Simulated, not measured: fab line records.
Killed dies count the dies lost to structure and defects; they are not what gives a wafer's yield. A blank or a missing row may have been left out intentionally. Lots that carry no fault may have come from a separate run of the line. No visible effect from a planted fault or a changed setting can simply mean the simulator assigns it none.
fab line records -- flow nand_harc
record: lots: 12, wafers: 36, last_day: 33
route steps=1302 shown P_GATE@132 END@1302
lots that met no fault: from a run of the same line without faults
start_h: hours from the record's opening day to when the first of the lot's shown wafers began -- wait_h: hours since the lot's step before -- " unchanged from the row above -- L1.1+2: a row that stands for several wafers -- - no value present, or no start provided -- * or withheld: withheld -- < > ~ a bound
route shown NAME@n: a module of which the file shows steps, and the number in the route of the first -- usual: the fault-free wafers' mean and standard deviation -- same: alike in all rows -- chamber/n: place in a boat -- sites: per-site readings -- _std_site: standard deviation of those values -- _edge_site: the outer-site mean with the inner-site mean subtracted -- radius_mm: how far each site lies from the wafer's centre -- mask NAME#n: copy n -- behind: the last tool/chamber to shape the wafer -- hold: why the lot went on hold/how many hours it stayed there/how the hold came to an end -- device: which transistor (n, p or np) failed to switch -- end of line: tests run on the same wafers once the route is complete -- a step without rows: its recipe alone -- killed: count of dies lost to structure and defects at first sort (not the wafer's yield) -- map: a wafer's dies, marking killed ones x, the rest . and places with no die _
set.NAME: the setting the step ran with; set.NAME@STEP: the setting that earlier step ran with -- model.NAME: the simulator's own value behind a step, which no gauge read
one table for each step of the route and one row for each wafer, over a sample of lots
services: when a tool's chamber went out of use (start_h, in hours from the record's first day, below 0 if earlier), for how many hours, and the reason
== steps ==
step: NHARC_P_GATE_DEP_103
recipe: target_thk_a: 300, target_thk_nm: 30, temp_c: 400, flow_sccm: 200, rf_w: 350, material: SiON
usual: heater_power_w: 770/92, susceptor_temp_C: 399.99/0.2
lot.wafer,tool,chamber,start_h,wait_h,heater_power_w,susceptor_temp_C
L129.1,pecvd-02,0,94.94,0.6,721,399.93
L129.2,pecvd-02,1,94.94,0.6,888,400.07
L129.5,pecvd-02,2,94.94,0.6,728,400.03
L130.3,pecvd-02,0,108.99,0.3,769,400.17
L130.2,pecvd-02,2,108.99,0.3,636,399.44
L130.5,pecvd-02,0,108.99,0.3,780,400.06
L132.3,pecvd-04,1,128.71,0.4,609,399.79
L132.4,pecvd-04,0,128.71,0.4,784,400.02
L132.5,pecvd-04,2,128.71,0.4,917,399.89
L134.1,pecvd-02,1,146.56,0.6,943,400.22
L134.4,pecvd-02,2,146.56,0.6,632,400.03
L134.6,pecvd-02,1,146.56,0.6,972,400.02
L133.3,pecvd-01,1,146.67,0.4,713,400.07
L133.2,pecvd-01,2,146.67,0.4,808,399.71
L133.5,pecvd-01,1,146.67,0.4,746,399.94
L136.2,pecvd-04,0,169.94,0.5,875,399.88
L136.1,pecvd-04,1,169.94,0.5,625,400.09
L136.3,pecvd-04,2,169.94,0.5,793,399.87
L138.3,pecvd-01,2,187.19,0.5,788,400.16
L138.4,pecvd-01,0,187.19,0.5,734,400.11
L138.5,pecvd-01,2,187.19,0.5,795,400.07
L141.2,pecvd-02,2,214.22,0.4,721,400.15
L141.1,pecvd-02,0,214.22,0.4,695,400.06
L141.5,pecvd-02,0,214.22,0.4,701,400.26
L147.1,pecvd-01,0,282.59,0.6,804,399.90
L147.6,pecvd-01,1,282.59,0.6,700,400.08
L147.5,pecvd-01,2,282.59,0.6,785,399.77
L149.1,pecvd-01,0,296.58,0.6,829,400.24
L149.2,pecvd-01,1,296.58,0.6,655,399.80
L149.5,pecvd-01,1,296.58,0.6,643,399.86
L150.2,pecvd-01,2,309.43,0.5,733,400.19
L150.1,pecvd-01,1,309.43,0.5,681,400.07
L150.5,pecvd-01,2,309.43,0.5,737,399.63
L151.3,pecvd-02,2,318.80,0.4,713,399.96
L151.5,pecvd-02,1,318.80,0.4,894,400.06
L151.6,pecvd-02,2,318.80,0.4,727,400.05
step: NHARC_P_GATE_PEB_24
recipe: peb_temp_c: 100, peb_time_s: 65
usual: exhaust_pa: 44.8/0.86
lot.wafer,tool,chamber,start_h,wait_h,exhaust_pa
L129.1,litho_track-01,0,95.41,0.1,46.3
L129.2,litho_track-01,0,95.41,0.1,45.2
L129.5,litho_track-01,0,95.41,0.1,44.3
L130.2,litho_track-04,0,109.60,0.1,44.7
L130.3,litho_track-04,0,109.60,0.1,44.1
L130.5,litho_track-04,0,109.60,0.1,45.3
L132.3,litho_track-04,0,129.18,0.0,43.6
L132.4,litho_track-04,0,129.18,0.0,45.0
L132.5,litho_track-04,0,129.18,0.0,44.4
L134.1,litho_track-01,0,147.11,0.1,45.3
L134.4,litho_track-01,0,147.11,0.1,43.4
L134.6,litho_track-01,0,147.11,0.1,44.3
L133.2,litho_track-04,0,147.26,0.1,45.0
L133.3,litho_track-04,0,147.26,0.1,45.1
L133.5,litho_track-04,0,147.26,0.1,45.6
L136.1,litho_track-04,0,170.55,0.1,45.6
L136.2,litho_track-04,0,170.55,0.1,44.8
L136.3,litho_track-04,0,170.55,0.1,44.2
L138.3,litho_track-06,0,187.61,0.0,45.4
L138.4,litho_track-06,0,187.61,0.0,44.2
L138.5,litho_track-06,0,187.61,0.0,45.3
L141.1,litho_track-01,0,214.81,0.1,43.7
L141.2,litho_track-01,0,214.81,0.1,45.4
L141.5,litho_track-01,0,214.81,0.1,44.7
L147.1,litho_track-06,0,283.01,0.1,44.7
L147.5,litho_track-06,0,283.01,0.1,45.3
L147.6,litho_track-06,0,283.01,0.1,45.6
L149.1,litho_track-06,0,297.18,0.1,45.1
L149.2,litho_track-06,0,297.18,0.1,44.1
L149.5,litho_track-06,0,297.18,0.1,44.3
L150.1,litho_track-04,0,310.04,0.1,45.9
L150.2,litho_track-04,0,310.04,0.1,45.0
L150.5,litho_track-04,0,310.04,0.1,44.4
L151.3,litho_track-01,0,319.37,0.0,45.3
L151.5,litho_track-01,0,319.37,0.0,46.6
L151.6,litho_track-01,0,319.37,0.0,45.6
step: NHARC_P_GATE_CD_MEAS_26
recipe: target_cd_nm: 120, landing_energy_ev: 500
usual: cd_nm: 120.1/0.46
lot.wafer,tool,chamber,start_h,wait_h,cd_nm
L129.1,cd_sem-03,0,95.49,-,119.2
L129.2,cd_sem-03,0,95.49,-,119.7
L129.5,cd_sem-03,0,95.49,-,120.1
L130.2,cd_sem-03,0,109.68,-,120.3
L130.3,cd_sem-03,0,109.68,-,120.7
L130.5,cd_sem-03,0,109.68,-,120.9
L132.3,cd_sem-01,0,129.27,-,120.1
L132.4,cd_sem-01,0,129.27,-,119.9
L132.5,cd_sem-01,0,129.27,-,119.1
L134.1,cd_sem-03,0,147.19,-,120.1
L134.4,cd_sem-03,0,147.19,-,120.1
L134.6,cd_sem-03,0,147.19,-,120.1
L133.2,cd_sem-01,0,147.34,-,120.9
L133.3,cd_sem-01,0,147.34,-,120.3
L133.5,cd_sem-01,0,147.34,-,120.9
L136.1,cd_sem-02,0,170.63,-,120.7
L136.2,cd_sem-02,0,170.63,-,120.3
L136.3,cd_sem-02,0,170.63,-,120.9
L138.3,cd_sem-03,0,187.70,-,119.3
L138.4,cd_sem-03,0,187.70,-,120.1
L138.5,cd_sem-03,0,187.70,-,120.3
L141.1,cd_sem-01,0,214.89,-,120.3
L141.2,cd_sem-01,0,214.89,-,120.0
L141.5,cd_sem-01,0,214.89,-,119.8
L147.1,cd_sem-03,0,283.09,-,115.7
L147.5,cd_sem-03,0,283.09,-,116.1
L147.6,cd_sem-03,0,283.09,-,116.4
L149.1,cd_sem-01,0,297.26,-,115.7
L149.2,cd_sem-01,0,297.26,-,116.6
L149.5,cd_sem-01,0,297.26,-,116.0
L150.1,cd_sem-02,0,310.12,-,120.1
L150.2,cd_sem-02,0,310.12,-,119.9
L150.5,cd_sem-02,0,310.12,-,120.1
L151.3,cd_sem-01,0,319.45,-,119.8
L151.5,cd_sem-01,0,319.45,-,119.7
L151.6,cd_sem-01,0,319.45,-,119.7
step: NHARC_P_GATE_OVL_MEAS_27
usual: overlay_x_nm: 0.0/0.93, overlay_y_nm: 0.1/0.82
lot.wafer,tool,chamber,start_h,wait_h,overlay_x_nm,overlay_y_nm
L129.1,overlay-02,-,95.58,-,0.2,0.7
L129.2,overlay-02,-,95.58,-,0.0,0.5
L129.5,overlay-02,-,95.58,-,0.8,0.2
L130.2,overlay-01,-,109.76,-,-1.6,0.7
L130.3,overlay-01,-,109.76,-,-1.2,0.9
L130.5,overlay-01,-,109.76,-,-1.6,0.9
L132.3,overlay-01,-,129.35,-,0.3,0.4
L132.4,overlay-01,-,129.35,-,0.5,0.5
L132.5,overlay-01,-,129.35,-,0.0,0.8
L134.1,overlay-01,-,147.28,-,0.0,0.6
L134.4,overlay-01,-,147.28,-,0.3,0.4
L134.6,overlay-01,-,147.28,-,0.6,1.2
L133.2,overlay-02,-,147.43,-,2.1,-0.8
L133.3,overlay-02,-,147.43,-,1.5,-0.8
L133.5,overlay-02,-,147.43,-,2.4,-0.5
L136.1,overlay-01,-,170.72,-,-0.1,0.4
L136.2,overlay-01,-,170.72,-,-0.1,-0.2
L136.3,overlay-01,-,170.72,-,0.0,0.3
L138.3,overlay-02,-,187.78,-,-0.3,0.5
L138.4,overlay-02,-,187.78,-,-0.3,0.0
L138.5,overlay-02,-,187.78,-,0.5,0.1
L141.1,overlay-01,-,214.98,-,-0.6,0.7
L141.2,overlay-01,-,214.98,-,-0.5,-0.1
L141.5,overlay-01,-,214.98,-,-0.2,0.1
L147.1,overlay-01,-,283.18,-,1.5,0.6
L147.5,overlay-01,-,283.18,-,1.4,-0.4
L147.6,overlay-01,-,283.18,-,1.5,-0.4
L149.1,overlay-01,-,297.35,-,1.2,1.3
L149.2,overlay-01,-,297.35,-,1.2,0.6
L149.5,overlay-01,-,297.35,-,1.8,0.6
L150.1,overlay-02,-,310.20,-,-1.4,0.6
L150.2,overlay-02,-,310.20,-,-1.7,0.3
L150.5,overlay-02,-,310.20,-,-1.2,0.6
L151.3,overlay-02,-,319.54,-,0.7,-0.5
L151.5,overlay-02,-,319.54,-,0.1,-0.6
L151.6,overlay-02,-,319.54,-,0.0,-0.4
step: NHARC_P_GATE_STRIP_101
recipe: time_s: 20, o2_flow_sccm: 500, ar_flow_sccm: 0, bias_w: 0, chemistry: O2
usual: drypump_motor_current_A: 5.3/0.46, oes_product_au: 0.998/0.0087, rf_vpp_V: 57.8/0.82, showerhead_plenum_p_Torr: 3.54/0.16, throttle_valve_pct: 17.036/0.0097
same: bias_w: 0
lot.wafer,tool,chamber,start_h,wait_h,drypump_motor_current_A,oes_product_au,rf_hours_counter_h,rf_vpp_V,showerhead_plenum_p_Torr,throttle_valve_pct
L129.2,rie_diel-03,1,106.52,0.1,5.1,1.011,6,58.2,3.45,17.048
L129.1,rie_diel-03,3,106.52,0.1,5.0,0.992,8,57.2,3.58,17.031
L129.5,rie_diel-03,2,106.52,0.1,5.2,1.016,-,58.3,3.76,17.035
L130.3,rie_diel-13,1,120.66,0.1,4.7,1.002,6,57.5,3.33,17.039
L130.2,rie_diel-13,2,120.66,0.1,4.9,1.002,4,58.3,3.60,17.041
L130.5,rie_diel-13,3,120.66,0.1,5.5,0.982,-,57.3,3.73,17.054
L132.3,rie_diel-03,0,140.22,0.1,5.1,0.994,0,58.9,3.72,17.041
L132.4,rie_diel-03,3,140.22,0.1,4.9,0.990,0,58.6,3.58,17.029
L132.5,rie_diel-03,1,140.22,0.1,5.1,1.006,-,57.5,3.45,17.044
L134.4,rie_diel-13,2,158.39,0.1,4.9,1.010,8,57.7,3.60,17.044
L134.1,rie_diel-13,3,158.39,0.1,5.5,0.996,9,57.4,3.73,17.038
L134.6,rie_diel-13,0,158.39,0.1,5.8,1.000,-,57.5,3.48,17.020
L133.2,rie_diel-06,1,158.44,0.1,5.5,1.008,1,57.0,3.31,17.050
L133.3,rie_diel-06,2,158.44,0.1,5.3,0.990,1,58.8,3.39,17.034
L133.5,rie_diel-06,2,158.44,0.1,5.3,0.984,-,56.5,3.39,17.017
L136.2,rie_diel-06,1,181.78,0.1,5.6,0.996,4,56.6,3.30,17.050
L136.1,rie_diel-06,3,181.78,0.1,6.6,1.009,4,57.0,3.32,17.029
L136.3,rie_diel-06,1,181.78,0.1,5.6,1.010,-,55.6,3.30,17.037
L138.4,rie_diel-13,3,198.72,0.1,5.5,0.991,1,57.8,3.73,17.029
L138.3,rie_diel-13,1,198.72,0.1,4.8,1.006,1,57.5,3.32,17.051
L138.5,rie_diel-13,2,198.72,0.1,4.9,1.002,-,58.3,3.60,17.028
L141.2,rie_diel-03,1,226.03,0.1,5.1,1.002,6,58.3,3.45,17.038
L141.1,rie_diel-03,2,226.03,0.1,5.1,1.015,7,58.5,3.75,17.012
L141.5,rie_diel-03,1,226.03,0.1,5.1,0.996,-,58.3,3.45,17.038
L147.1,rie_diel-13,1,294.17,0.1,4.7,0.987,6,56.9,3.32,17.036
L147.5,rie_diel-13,0,294.17,0.1,5.8,1.008,-,58.0,3.48,17.040
L147.6,rie_diel-13,1,294.17,0.1,4.7,0.996,-,57.8,3.32,17.047
L149.1,rie_diel-13,2,308.33,0.1,4.9,1.002,4,57.1,3.60,17.045
L149.2,rie_diel-13,1,308.33,0.1,4.7,0.992,7,58.0,3.32,17.038
L149.5,rie_diel-13,2,308.33,0.1,4.9,1.008,-,57.3,3.60,17.027
L150.2,rie_diel-03,3,321.28,0.1,4.9,0.997,0,57.3,3.58,17.039
L150.1,rie_diel-03,0,321.28,0.1,5.1,0.991,0,58.0,3.71,17.043
L150.5,rie_diel-03,0,321.28,0.1,5.1,0.993,-,56.4,3.71,17.042
L151.3,rie_diel-13,2,330.42,0.1,4.9,0.986,6,56.8,3.60,17.046
L151.5,rie_diel-13,2,330.42,0.1,4.9,0.992,-,57.6,3.60,17.034
L151.6,rie_diel-13,3,330.42,0.1,5.5,0.984,-,57.7,3.73,17.040
step: NHARC_END_SORT_01
recipe: temp_c: 25
usual: killed_at_array: 53/19, killed_at_other: 0.8/1.2, killed_at_periphery: 3.7/2.3, killed_dies: 57/19, killed_open: 3.2/1.7, killed_short: 2.6/1.8
same: gross_dies: 677
lot.wafer,tool,chamber,start_h,wait_h,killed_at_array,killed_at_other,killed_at_periphery,killed_dies,killed_open,killed_short
L129.1,prober-01,0,579.65,2.5,78,0,2,80,3,3
L129.2,prober-01,0,580.46,2.8,55,0,2,57,5,2
L129.5,prober-01,0,582.87,3.7,72,0,6,78,5,6
L136.1,prober-01,0,632.97,2.5,73,2,1,76,2,1
L136.2,prober-01,0,633.78,2.8,80,0,1,81,4,3
L136.3,prober-01,0,634.59,3.1,64,0,3,67,6,3
L138.3,prober-01,0,663.79,3.1,53,0,2,55,4,1
L138.4,prober-01,0,664.60,3.4,44,1,2,47,4,1
L138.5,prober-01,0,665.41,3.7,43,2,5,50,6,2
L147.1,prober-01,0,761.56,2.5,60,0,3,63,3,3
L147.5,prober-01,0,764.75,3.7,53,0,3,56,2,3
L147.6,prober-01,0,765.54,4.0,66,0,2,68,5,2
L150.1,prober-02,0,774.14,2.5,70,1,2,73,5,4
L150.2,prober-02,0,774.93,2.8,59,3,3,65,5,3
L150.5,prober-02,0,777.30,3.7,59,6,6,71,3,3
killed by level:class
L129.1 A_CHANNEL_HOLE_D1:chamber_film_flake=37 A_SLIT:chamber_film_flake=20 A_CHANNEL_HOLE_D2:chamber_film_flake=8 A_STAIRCASE:chamber_film_flake=3 A_CONTACT:chamber_film_flake=3 A_WL_FILL:chamber_film_flake=2 P_STI:geometric_particle:open=1 P_GATE:geometric_particle:open=1
L129.2 A_SLIT:chamber_film_flake=19 A_CHANNEL_HOLE_D1:chamber_film_flake=17 A_CHANNEL_HOLE_D2:chamber_film_flake=5 A_STAIRCASE:chamber_film_flake=4 A_M0:geometric_particle:open=3 A_WL_FILL:chamber_film_flake=3 P_M2:geometric_particle:open=1 A_DECK1_JOINT:geometric_particle:short=1
L129.5 A_CHANNEL_HOLE_D1:chamber_film_flake=31 A_SLIT:chamber_film_flake=18 A_CHANNEL_HOLE_D2:chamber_film_flake=6 A_CONTACT:chamber_film_flake=6 A_STAIRCASE:chamber_film_flake=3 P_GATE:geometric_particle:short=1 P_GATE:geometric_particle:open=1 P_M0:geometric_particle:short=1
L136.1 A_SLIT:chamber_film_flake=24 A_CHANNEL_HOLE_D2:chamber_film_flake=13 A_CHANNEL_HOLE_D1:chamber_film_flake=12 A_BONDPAD:chamber_film_flake=7 A_BLC:chamber_film_flake=5 A_STAIRCASE:chamber_film_flake=3 A_CONTACT:chamber_film_flake=3 THIN_TSV:chamber_film_flake=2
L136.2 A_SLIT:chamber_film_flake=23 A_CHANNEL_HOLE_D1:chamber_film_flake=22 A_CHANNEL_HOLE_D2:chamber_film_flake=20 A_STAIRCASE:chamber_film_flake=4 A_CHANNEL_HOLE_D1:geometric_particle:open=2 A_CHANNEL_HOLE_D1:geometric_particle:short=2 A_DECK1_JOINT:chamber_film_flake=2 P_GATE:geometric_particle:open=1
L136.3 A_SLIT:chamber_film_flake=22 A_CHANNEL_HOLE_D1:chamber_film_flake=13 A_CHANNEL_HOLE_D2:chamber_film_flake=8 A_STAIRCASE:chamber_film_flake=4 A_SOURCE_PLATE:geometric_particle:open=2 A_CHANNEL_FILL_D1:geometric_particle:open=2 A_ZERO_WELL:chamber_film_flake=2 A_CHANNEL_FILL_D1:chamber_film_flake=2
L138.3 A_CHANNEL_HOLE_D1:chamber_film_flake=30 A_CHANNEL_HOLE_D2:chamber_film_flake=9 A_DECK1_JOINT:chamber_film_flake=4 A_CONTACT:chamber_film_flake=4 A_SLIT:chamber_film_flake=2 P_M0:geometric_particle:open=1 P_M2:geometric_particle:open=1 A_SOURCE_PLATE:geometric_particle:open=1
L138.4 A_CHANNEL_HOLE_D2:chamber_film_flake=17 A_CHANNEL_HOLE_D1:chamber_film_flake=15 A_DECK1_JOINT:chamber_film_flake=2 A_WL_FILL:chamber_film_flake=2 A_CONTACT:chamber_film_flake=2 A_CHANNEL_FILL_D1:geometric_particle:open=1 A_CHANNEL_HOLE_D2:geometric_particle:open=1 A_SGD_CUT:geometric_particle:short=1
L138.5 A_CHANNEL_HOLE_D1:chamber_film_flake=21 A_CHANNEL_HOLE_D2:chamber_film_flake=16 P_CONTACT:geometric_particle:open=3 THIN_TSV:chamber_film_flake=2 P_CONTACT:geometric_particle:short=1 A_CHANNEL_FILL_D1:geometric_particle:short=1 A_DECK1_JOINT:geometric_particle:open=1 A_CHANNEL_FILL_D2:geometric_particle:open=1
L147.1 A_CHANNEL_HOLE_D1:chamber_film_flake=30 A_CHANNEL_HOLE_D2:chamber_film_flake=17 A_STAIRCASE:chamber_film_flake=3 P_M2:chamber_film_flake=2 P_CONTACT:geometric_particle:short=1 A_DECK1_JOINT:geometric_particle:short=1 A_ONON_D2:geometric_particle:short=1 A_CHANNEL_FILL_D2:geometric_particle:open=1
L147.5 A_CHANNEL_HOLE_D2:chamber_film_flake=23 A_CHANNEL_HOLE_D1:chamber_film_flake=17 P_M2:chamber_film_flake=2 A_CONTACT:chamber_film_flake=2 A_STAIRCASE:chamber_film_flake=2 A_ONON_D1:geometric_particle:short=1 A_DECK1_JOINT:geometric_particle:open=1 A_WL_FILL:geometric_particle:short=1
L147.6 A_CHANNEL_HOLE_D1:chamber_film_flake=28 A_CHANNEL_HOLE_D2:chamber_film_flake=19 A_SLIT:chamber_film_flake=5 A_CONTACT:chamber_film_flake=3 A_DECK1_JOINT:geometric_particle:short=2 A_SGD_CUT:chamber_film_flake=2 A_WL_FILL:chamber_film_flake=2 P_M0:geometric_particle:open=1
L150.1 A_SLIT:chamber_film_flake=26 A_CHANNEL_HOLE_D2:chamber_film_flake=15 A_CHANNEL_HOLE_D1:chamber_film_flake=10 A_CONTACT:chamber_film_flake=8 A_STAIRCASE:chamber_film_flake=3 A_ONON_D2:geometric_particle:short=2 P_M0:geometric_particle:open=1 A_SOURCE_PLATE:geometric_particle:open=1
L150.2 A_CHANNEL_HOLE_D2:chamber_film_flake=18 A_SLIT:chamber_film_flake=17 A_CHANNEL_HOLE_D1:chamber_film_flake=12 THIN_TSV:chamber_film_flake=3 A_DECK1_JOINT:geometric_particle:open=2 A_M0:geometric_particle:open=2 P_STI:chamber_film_flake=2 A_CONTACT:chamber_film_flake=2
L150.5 A_SLIT:chamber_film_flake=25 A_CHANNEL_HOLE_D2:chamber_film_flake=21 A_CONTACT:chamber_film_flake=4 THIN_TSV:chamber_film_flake=4 A_CHANNEL_HOLE_D1:chamber_film_flake=3 A_WL_FILL:geometric_particle:short=2 P_GATE:chamber_film_flake=2 P_M0:chamber_film_flake=2
== services ==
tool,chamber,start_h,hours,kind
pecvd-02,1,80.66,9.3,repair
pecvd-04,-,88.27,13.0,pm
rie_diel-06,2,96.11,7.1,repair
pecvd-02,0,124.07,12.4,repair
rie_diel-03,-,126.35,9.0,pm
pecvd-01,-,130.18,13.0,pm
rie_diel-06,-,130.20,9.0,pm
rie_diel-03,3,153.56,9.8,repair
litho_track-01,-,155.00,7.0,pm
rie_diel-13,-,165.00,9.0,pm
rie_diel-13,0,175.52,3.4,repair
litho_track-06,-,179.00,7.0,pm
pecvd-01,2,188.56,3.1,repair
rie_diel-03,3,201.22,13.0,repair
litho_track-04,-,203.01,7.0,pm
pecvd-02,1,216.86,6.4,repair
rie_diel-13,2,225.09,21.4,repair
pecvd-02,-,227.00,13.0,pm
pecvd-01,-,264.88,0.4,repair
rie_diel-03,2,273.95,14.5,repair
pecvd-01,-,290.31,1.3,repair
rie_diel-03,-,303.35,9.0,pm
pecvd-01,-,311.18,13.0,pm
litho_track-01,-,330.00,7.0,pm
== key ==
first_sign: step: NHARC_P_GATE_CD_MEAS_26, reading: cd_nm, direction: down, sigmas: 8.7, usual: 120.1, struck: 116.1
effect none on later readings
met_at NHARC_P_GATE_PEB_24
struck_lots L147,L149
tester_left_out L147,L149
not_acting_at NHARC_P_GATE_DEP_103,NHARC_P_GATE_OVL_MEAS_27,NHARC_P_GATE_STRIP_101
onset_between 187.61 283.01
fault: kind: process_parameter_drift, tool: litho_track-06, chamber: -, onset_h: 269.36, steps: NHARC_P_GATE_PEB_24, channel: peb_time_s, offset: *, shape: step, end_h: 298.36, acts_in: *, stated: *
tester_left_out: of these lots the tester's yield and bins aren't shown, on N5 and GAA mostly nor the transistor test; their killed dies are dies lost to structure and defects alone, not to doping, threshold or leakage, so they don't give the yield
